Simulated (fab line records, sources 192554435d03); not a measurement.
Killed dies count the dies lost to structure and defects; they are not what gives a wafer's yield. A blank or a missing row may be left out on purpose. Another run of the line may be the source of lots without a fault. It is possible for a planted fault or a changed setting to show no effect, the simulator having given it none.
What tool caused it? + flow n5Finfet + 24 lots, 72 wafers sampled, at 5 steps of a route of 1938

== WHAT EACH GAUGE READ, for each wafer ==
N5_BEOL_M4_INSPECT_59: inspects for defects (darkfield).
| lot  | measured     | on               | rawDefectCount |
|------|--------------|------------------|----------------|
| L074 | day 7 18:25  | defectInspect-01 | 80 92 140      |
| L076 | day 8 01:40  | defectInspect-01 | 46 57 63       |
| L075 | day 8 05:12  | defectInspect-02 | 67 66 43       |
| L078 | day 8 10:28  | defectInspect-02 | 88 67 98       |
| L077 | day 8 16:41  | defectInspect-01 | 94 82 73       |
| L079 | day 9 03:43  | defectInspect-02 | 61 97 97       |
| L080 | day 9 09:01  | defectInspect-02 | 33 48 44       |
| L081 | day 9 11:29  | defectInspect-02 | 79 99 91       |
| L082 | day 9 21:29  | defectInspect-02 | 90 94 57       |
| L083 | day 10 01:32 | defectInspect-02 | 104 71 95      |
| L084 | day 10 07:19 | defectInspect-02 | 108 99 103     |
| L085 | day 10 17:19 | defectInspect-01 | 132 104 115    |
| L086 | day 10 22:58 | defectInspect-02 | 72 79 70       |
| L087 | day 11 06:56 | defectInspect-01 | 73 47 69       |
| L088 | day 11 08:56 | defectInspect-02 | 41 72 72       |
| L089 | day 11 13:08 | defectInspect-02 | 60 71 75       |
| L090 | day 11 14:57 | defectInspect-02 | 72 63 73       |
| L091 | day 12 05:33 | defectInspect-02 | 40 46 45       |
| L092 | day 12 14:43 | defectInspect-01 | 69 93 86       |
| L094 | day 12 17:14 | defectInspect-02 | 51 35 37       |
| L093 | day 12 23:49 | defectInspect-02 | 72 59 75       |
| L095 | day 13 04:49 | defectInspect-01 | 95 106 98      |
| L096 | day 13 11:34 | defectInspect-02 | 103 83 91      |
| L097 | day 13 22:02 | defectInspect-02 | 61 65 92       |

== WHAT TOOL EACH LOT RAN ON (gives the tool, then ch and the chambers of the sampled wafers, and finally the start) ==
| lot  | N5_BEOL_M4_ANNEAL_89        | N5_BEOL_M4_ANNEAL_91        | N5_BEOL_M4_ANNEAL_95        | N5_BEOL_M4_DEP_57               |
|------|-----------------------------|-----------------------------|-----------------------------|---------------------------------|
| L074 | pvdSputter-01, day 7 16:23  | pvdSputter-01, day 7 16:37  | pvdSputter-01, day 7 17:03  | pecvd-02 ch 0,1, day 7 18:20    |
| L076 | pvdSputter-01, day 7 23:47  | pvdSputter-01, day 8 00:00  | pvdSputter-01, day 8 00:26  | pecvd-04 ch 0,1, day 8 01:34    |
| L075 | pvdSputter-01, day 8 03:19  | pvdSputter-01, day 8 03:32  | pvdSputter-01, day 8 03:59  | pecvd-02 ch 0,2, day 8 05:06    |
| L078 | pvdSputter-01, day 8 08:24  | pvdSputter-01, day 8 08:39  | pvdSputter-01, day 8 09:08  | pecvd-01 ch 1,2, day 8 10:23    |
| L077 | pvdSputter-03, day 8 09:35  | pvdSputter-03, day 8 09:48  | pvdSputter-03, day 8 10:14  | pecvd-01 ch 0,2, day 8 16:36    |
| L079 | pvdSputter-03, day 9 01:47  | pvdSputter-03, day 9 02:00  | pvdSputter-03, day 9 02:26  | pecvd-04 ch 0,1,2, day 9 03:38  |
| L080 | pvdSputter-03, day 9 06:31  | pvdSputter-03, day 9 06:44  | pvdSputter-03, day 9 07:10  | pecvd-01 ch 0,1, day 9 08:56    |
| L081 | pvdSputter-03, day 9 09:36  | pvdSputter-03, day 9 09:49  | pvdSputter-03, day 9 10:16  | pecvd-04 ch 0,1,2, day 9 11:23  |
| L082 | pvdSputter-02, day 9 19:37  | pvdSputter-02, day 9 19:50  | pvdSputter-02, day 9 20:16  | pecvd-01 ch 0,1,2, day 9 21:23  |
| L083 | pvdSputter-02, day 9 23:39  | pvdSputter-02, day 9 23:52  | pvdSputter-02, day 10 00:19 | pecvd-01 ch 0,1,2, day 10 01:26 |
| L084 | pvdSputter-02, day 10 05:26 | pvdSputter-02, day 10 05:39 | pvdSputter-02, day 10 06:05 | pecvd-01 ch 0,1, day 10 07:13   |
| L085 | pvdSputter-03, day 10 15:26 | pvdSputter-03, day 10 15:40 | pvdSputter-03, day 10 16:06 | pecvd-01 ch 0,1,2, day 10 17:13 |
| L086 | pvdSputter-02, day 10 21:05 | pvdSputter-02, day 10 21:19 | pvdSputter-02, day 10 21:45 | pecvd-01 ch 0,1,2, day 10 22:53 |
| L087 | pvdSputter-03, day 10 23:54 | pvdSputter-03, day 11 00:08 | pvdSputter-03, day 11 05:07 | pecvd-02 ch 0,1,2, day 11 06:51 |
| L088 | pvdSputter-01, day 11 07:02 | pvdSputter-01, day 11 07:16 | pvdSputter-01, day 11 07:42 | pecvd-01 ch 1, day 11 08:50     |
| L089 | pvdSputter-02, day 11 11:14 | pvdSputter-02, day 11 11:28 | pvdSputter-02, day 11 11:54 | pecvd-01 ch 1,2, day 11 13:02   |
| L090 | pvdSputter-02, day 11 13:05 | pvdSputter-02, day 11 13:18 | pvdSputter-02, day 11 13:44 | pecvd-04 ch 0,1,2, day 11 14:52 |
| L091 | pvdSputter-03, day 12 03:32 | pvdSputter-03, day 12 03:46 | pvdSputter-03, day 12 04:12 | pecvd-02 ch 1,2, day 12 05:26   |
| L092 | pvdSputter-03, day 12 10:34 | pvdSputter-03, day 12 10:47 | pvdSputter-03, day 12 11:13 | pecvd-04 ch 0,1, day 12 14:37   |
| L094 | pvdSputter-03, day 12 15:20 | pvdSputter-03, day 12 15:33 | pvdSputter-03, day 12 15:59 | pecvd-02 ch 1,2, day 12 17:07   |
| L093 | pvdSputter-03, day 12 21:55 | pvdSputter-03, day 12 22:08 | pvdSputter-03, day 12 22:35 | pecvd-02 ch 1,2, day 12 23:43   |
| L095 | pvdSputter-02, day 13 02:57 | pvdSputter-02, day 13 03:10 | pvdSputter-02, day 13 03:37 | pecvd-02 ch 0,1,2, day 13 04:44 |
| L096 | pvdSputter-03, day 13 09:35 | pvdSputter-03, day 13 09:49 | pvdSputter-03, day 13 10:15 | pecvd-04 ch 0,2, day 13 11:28   |
| L097 | pvdSputter-02, day 13 20:10 | pvdSputter-02, day 13 20:23 | pvdSputter-02, day 13 20:49 | pecvd-01 ch 0,2, day 13 21:56   |
- N5_BEOL_M4_ANNEAL_89: time 240 s.
- N5_BEOL_M4_ANNEAL_91: time 240 s.
- N5_BEOL_M4_ANNEAL_95: time 240 s.
- N5_BEOL_M4_DEP_57: deposits SiCN from 3MS/NH3, target thk 8 nm, time 14 s.

== AS READ BY THE TOOLS THEMSELVES (means over the sampled wafers that have a number; for cases with no such wafer, the mark the record gives instead) ==
N5_BEOL_M4_ANNEAL_89.
| lot  | tool          | heaterPowerW (W) |
|------|---------------|------------------|
| L074 | pvdSputter-01 | 834              |
| L076 | pvdSputter-01 | 761              |
| L075 | pvdSputter-01 | 818              |
| L078 | pvdSputter-01 | 823              |
| L077 | pvdSputter-03 | 762              |
| L079 | pvdSputter-03 | 783              |
| L080 | pvdSputter-03 | 770              |
| L081 | pvdSputter-03 | 760              |
| L082 | pvdSputter-02 | 890              |
| L083 | pvdSputter-02 | 910              |
| L084 | pvdSputter-02 | 891              |
| L085 | pvdSputter-03 | 759              |
| L086 | pvdSputter-02 | 965              |
| L087 | pvdSputter-03 | 739              |
| L088 | pvdSputter-01 | 824              |
| L089 | pvdSputter-02 | 916              |
| L090 | pvdSputter-02 | 907              |
| L091 | pvdSputter-03 | 768              |
| L092 | pvdSputter-03 | 747              |
| L094 | pvdSputter-03 | 761              |
| L093 | pvdSputter-03 | 738              |
| L095 | pvdSputter-02 | 918              |
| L096 | pvdSputter-03 | 796              |
| L097 | pvdSputter-02 | 879              |

N5_BEOL_M4_ANNEAL_91.
| lot  | tool          | heaterPowerW (W) |
|------|---------------|------------------|
| L074 | pvdSputter-01 | 812              |
| L076 | pvdSputter-01 | 750              |
| L075 | pvdSputter-01 | 817              |
| L078 | pvdSputter-01 | 819              |
| L077 | pvdSputter-03 | 760              |
| L079 | pvdSputter-03 | 769              |
| L080 | pvdSputter-03 | 764              |
| L081 | pvdSputter-03 | 753              |
| L082 | pvdSputter-02 | 885              |
| L083 | pvdSputter-02 | 916              |
| L084 | pvdSputter-02 | 896              |
| L085 | pvdSputter-03 | 749              |
| L086 | pvdSputter-02 | 944              |
| L087 | pvdSputter-03 | 734              |
| L088 | pvdSputter-01 | 812              |
| L089 | pvdSputter-02 | 917              |
| L090 | pvdSputter-02 | 911              |
| L091 | pvdSputter-03 | 770              |
| L092 | pvdSputter-03 | 737              |
| L094 | pvdSputter-03 | 773              |
| L093 | pvdSputter-03 | 767              |
| L095 | pvdSputter-02 | 921              |
| L096 | pvdSputter-03 | 791              |
| L097 | pvdSputter-02 | 899              |

N5_BEOL_M4_ANNEAL_95.
| lot  | tool          | heaterPowerW (W) |
|------|---------------|------------------|
| L074 | pvdSputter-01 | 819              |
| L076 | pvdSputter-01 | 754              |
| L075 | pvdSputter-01 | 825              |
| L078 | pvdSputter-01 | 820              |
| L077 | pvdSputter-03 | 749              |
| L079 | pvdSputter-03 | 762              |
| L080 | pvdSputter-03 | 771              |
| L081 | pvdSputter-03 | 751              |
| L082 | pvdSputter-02 | 897              |
| L083 | pvdSputter-02 | 922              |
| L084 | pvdSputter-02 | 895              |
| L085 | pvdSputter-03 | 753              |
| L086 | pvdSputter-02 | 962              |
| L087 | pvdSputter-03 | 736              |
| L088 | pvdSputter-01 | 799              |
| L089 | pvdSputter-02 | 929              |
| L090 | pvdSputter-02 | 922              |
| L091 | pvdSputter-03 | 776              |
| L092 | pvdSputter-03 | 746              |
| L094 | pvdSputter-03 | 767              |
| L093 | pvdSputter-03 | 743              |
| L095 | pvdSputter-02 | 926              |
| L096 | pvdSputter-03 | 792              |
| L097 | pvdSputter-02 | 895              |

N5_BEOL_M4_DEP_57.
| lot  | tool     | showerheadPlenumPTorr (Torr) | throttleValvePct (%) |
|------|----------|------------------------------|----------------------|
| L074 | pecvd-02 | 3.671                        | 9.1                  |
| L076 | pecvd-04 | 3.670                        | 9.1                  |
| L075 | pecvd-02 | 3.662                        | 8.6                  |
| L078 | pecvd-01 | 3.641                        | 8.9                  |
| L077 | pecvd-01 | 3.661                        | 9.0                  |
| L079 | pecvd-04 | 3.660                        | 9.1                  |
| L080 | pecvd-01 | 3.663                        | 8.8                  |
| L081 | pecvd-04 | 3.660                        | 9.2                  |
| L082 | pecvd-01 | 3.655                        | 8.8                  |
| L083 | pecvd-01 | 3.655                        | 8.8                  |
| L084 | pecvd-01 | 3.654                        | 8.8                  |
| L085 | pecvd-01 | 3.654                        | 9.0                  |
| L086 | pecvd-01 | 3.659                        | 8.9                  |
| L087 | pecvd-02 | 3.669                        | 8.8                  |
| L088 | pecvd-01 | 3.650                        | 8.7                  |
| L089 | pecvd-01 | 3.645                        | 9.1                  |
| L090 | pecvd-04 | 3.665                        | 9.0                  |
| L091 | pecvd-02 | 3.674                        | 8.9                  |
| L092 | pecvd-04 | 3.666                        | 9.4                  |
| L094 | pecvd-02 | 3.670                        | 8.7                  |
| L093 | pecvd-02 | 3.673                        | 8.8                  |
| L095 | pecvd-02 | 3.670                        | 8.4                  |
| L096 | pecvd-04 | 3.662                        | 9.1                  |
| L097 | pecvd-01 | 3.664                        | 9.0                  |

== THE ANSWER, worked out from the rows above alone ==
Rule: the lots themselves supply what counts as usual. The widest of any qualifying gaps counts: lots, ordered by their means at a reading, are off when they make up no more than a third of the lots, leave a main group of 4 or more, and stand apart from it by 3 or more times the standard deviation of that group's means. A main group is skipped when, at the precision printed for the reading in the tables above, its means are all equal. Also off: a lot with no number at a reading for which 4 or more lots have one. All remaining lots with rows at the step are treated as sound. Order of review: gauges by route order, followed by the tools' own readings, for which a lot's mean as printed above is used. The first step at which some lot is off is used, and at that step the reading that is off furthest; a lot without a number counts as furthest.
Nothing can be told from this: no lot is off at any reading shown.

== WHAT THE SIMULATOR HAD PUT IN ==
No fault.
